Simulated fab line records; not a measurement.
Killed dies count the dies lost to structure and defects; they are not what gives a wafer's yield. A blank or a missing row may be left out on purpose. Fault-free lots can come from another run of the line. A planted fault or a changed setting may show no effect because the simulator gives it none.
Matching of chambers    flow n5Finfet    N5_BEOL_M5_ETCH_62 on rieDiel-04 has 4 sister chambers
The step etches SOC in N2/H2, target depth 75 nm, overetch 15 nm, time 112.5 s. 24 wafers are shown with their chamber, then 12 later ones without.

== EACH WAFER AND ITS CHAMBER ==
wafer   chamber  drypumpMotorCurrentA (A)  showerheadPlenumPTorr (Torr)  throttleValvePct (%)
L075.2  3        5.0                       2.53                          17.94
L075.5  2        4.9                       2.49                          17.58
L075.6  3        4.9                       2.53                          17.92
L077.2  3        4.9                       2.52                          17.93
L077.3  2        4.8                       2.49                          17.59
L077.4  1        5.5                       2.59                          18.07
L079.4  1        5.5                       2.59                          18.06
L079.5  1        5.5                       2.59                          18.04
L079.6  0        6.1                       2.46                          17.92
L078.2  1        5.5                       2.59                          18.06
L078.4  2        4.9                       2.49                          17.60
L078.6  0        6.0                       2.46                          17.92
L083.2  1        5.5                       2.59                          18.09
L083.3  3        5.0                       2.52                          17.98
L083.6  1        5.5                       2.59                          18.08
L084.1  2        4.8                       2.48                          17.62
L084.5  1        5.5                       2.59                          18.09
L084.6  0        6.0                       2.45                          17.96
L086.2  3        4.9                       2.52                          17.97
L086.3  0        6.0                       2.45                          17.97
L086.5  3        4.9                       2.52                          17.97
L087.3  2        4.9                       2.48                          17.63
L087.5  1        5.5                       2.58                          18.09
L087.6  2        4.8                       2.48                          17.63

SIGNATURES, as means of the wafers listed above
reading                chamber 0  chamber 1  chamber 2  chamber 3  scatter within a chamber
drypumpMotorCurrentA   6.025      5.500      4.850      4.933      0.0423
showerheadPlenumPTorr  2.4550     2.5888     2.4850     2.5233     0.00485
throttleValvePct       17.9425    18.0725    17.6083    17.9517    0.0221
Rule: distance of a wafer from a chamber = root of the sum over the readings of ((wafer's reading minus chamber's mean) / reading's scatter) squared. The wafer belongs to the nearest chamber; if the next one is less than 2 further off, it can't be placed. The scatter is the square root of a quotient: the sum, over the shown wafers, of each reading's squared deviation from its chamber's mean, divided by wafers minus chambers.

== WAFERS WITHOUT THEIR CHAMBER ==
wafer   drypumpMotorCurrentA (A)  showerheadPlenumPTorr (Torr)  throttleValvePct (%)
L089.1  5.6                       2.58                          18.11
L089.3  4.9                       2.51                          18.00
L089.6  4.9                       2.51                          17.98
L091.1  5.5                       2.58                          18.09
L091.3  4.9                       2.51                          17.99
L091.4  4.8                       2.48                          17.64
L094.2  6.1                       2.45                          17.98
L094.3  4.9                       2.48                          17.66
L094.6  5.6                       2.58                          18.13
L097.1  4.8                       2.47                          17.68
L097.2  4.9                       2.51                          18.01
L097.5  6.0                       2.44                          18.03

== EACH ONE'S CHAMBER ==
wafer   from the rows above  in truth
L089.1  1                    1
L089.3  3                    3
L089.6  3                    3
L091.1  1                    1
L091.3  3                    3
L091.4  2                    2
L094.2  0                    0
L094.3  2                    2
L094.6  1                    1
L097.1  2                    2
L097.2  3                    3
L097.5  0                    0
Correctly placed: 12 of 12. Can't be placed from these rows: 0. 0 placed wrongly.
